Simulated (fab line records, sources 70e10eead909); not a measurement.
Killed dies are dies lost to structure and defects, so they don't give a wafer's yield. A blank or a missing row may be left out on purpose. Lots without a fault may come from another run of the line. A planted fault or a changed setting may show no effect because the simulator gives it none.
Which tool did it? | flow nand_harc | 6 lots, 18 wafers sampled, at 1 step of a route of 1159

WHAT THE GAUGES READ, wafer by wafer
NHARC_A_CHANNEL_HOLE_D1_OVL_MEAS_11.
lot  | measured     | on         | overlay_x_nm (nm)
L487 | day 9 00:28  | overlay-02 | -0.1 -0.5 -0.6
L489 | day 9 04:46  | overlay-02 | 0.2 -0.4 0.2
L490 | day 9 23:35  | overlay-01 | -1.4 -1.2 -1.4
L496 | day 11 10:07 | overlay-01 | -0.1 0.5 0.3
L500 | day 12 17:47 | overlay-01 | -0.6 -0.9 -0.2
L506 | day 14 01:00 | overlay-02 | -0.4 -0.2 -1.0

WHICH TOOL RAN EACH LOT (tool, then ch and the chambers of the sampled wafers, then the start)
The record holds no process step before these readings.

THE ANSWER, worked out from the rows above alone
Rule: what is usual is taken from the lots themselves. Put in order of their means at a reading, lots are off if they are a third of the lots or fewer, leave a main group of 4 or more, and stand apart from it by a gap of 3 or more times the standard deviation of the main group's means; of several such gaps the widest counts. A main group whose means are all the same, to the digits that the tables above print for the reading, isn't used. A lot without any number at a reading at which 4 lots or more have one is off too. The other lots that the step has rows for count as sound.
No lot is off at any reading shown: from this, nothing can be told.

WHAT THE SIMULATOR HAD PUT IN
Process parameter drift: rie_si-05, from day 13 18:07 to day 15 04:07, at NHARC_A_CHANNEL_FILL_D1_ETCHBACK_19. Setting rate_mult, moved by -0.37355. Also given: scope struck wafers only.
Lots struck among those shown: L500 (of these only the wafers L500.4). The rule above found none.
